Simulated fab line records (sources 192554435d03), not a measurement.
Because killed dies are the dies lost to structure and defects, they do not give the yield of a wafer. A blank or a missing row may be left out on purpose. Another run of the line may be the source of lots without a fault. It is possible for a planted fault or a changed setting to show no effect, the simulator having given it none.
Chamber matching | flow n5_finfet | 3 sister chambers for N5_BEOL_M13_ILD_DEP_00 on pecvd-02
The step deposits SiOC from DEMS/O2, target thk 837.92 nm, time 166.4 s. 6 wafers are shown with their chamber, then 8 later ones without.

WAFERS WITH THEIR CHAMBER
wafer  | chamber | heater_power_w (W) | throttle_valve_pct (%)
L077.6 | 2       | 507                | 11.9
L084.2 | 2       | 506                | 12.1
L086.2 | 0       | 356                | 12.1
L086.3 | 1       | 334                | 10.6
L086.4 | 1       | 336                | 10.7
L087.2 | 0       | 331                | 12.3

WAFERS MISSING THEIR CHAMBER
wafer  | heater_power_w (W) | throttle_valve_pct (%)
L087.4 | 471                | 12.2
L087.6 | 365                | 12.1
L093.2 | 293                | 10.9
L093.3 | 506                | 12.1
L093.4 | 326                | 10.8
L096.1 | 360                | 12.1
L096.2 | 360                | 11.0
L096.6 | 457                | 12.3

CHAMBER TAKEN BY EACH
wafer  | from the rows above | in truth
L087.4 | 2                   | 2
L087.6 | 0                   | 0
L093.2 | 1                   | 1
L093.3 | 2                   | 2
L093.4 | 1                   | 1
L096.1 | 0                   | 0
L096.2 | 1                   | 1
L096.6 | 2                   | 2
Correct placement for 8 of the 8. From these rows, 0 cannot be placed. Number placed wrongly: 0.
How it was worked out, from the rows above alone: a wafer's distance from a chamber is the root of the sum, over the readings, of the square of ((its reading less the chamber's mean) divided by the reading's scatter). The wafer belongs to the nearest chamber; if the next one is less than 2 further off, it can't be placed. Each chamber's mean is taken over the wafers shown for it. The scatter is the square root of a quotient: the sum, over the shown wafers, of each reading's squared deviation from its chamber's mean, divided by wafers minus chambers.
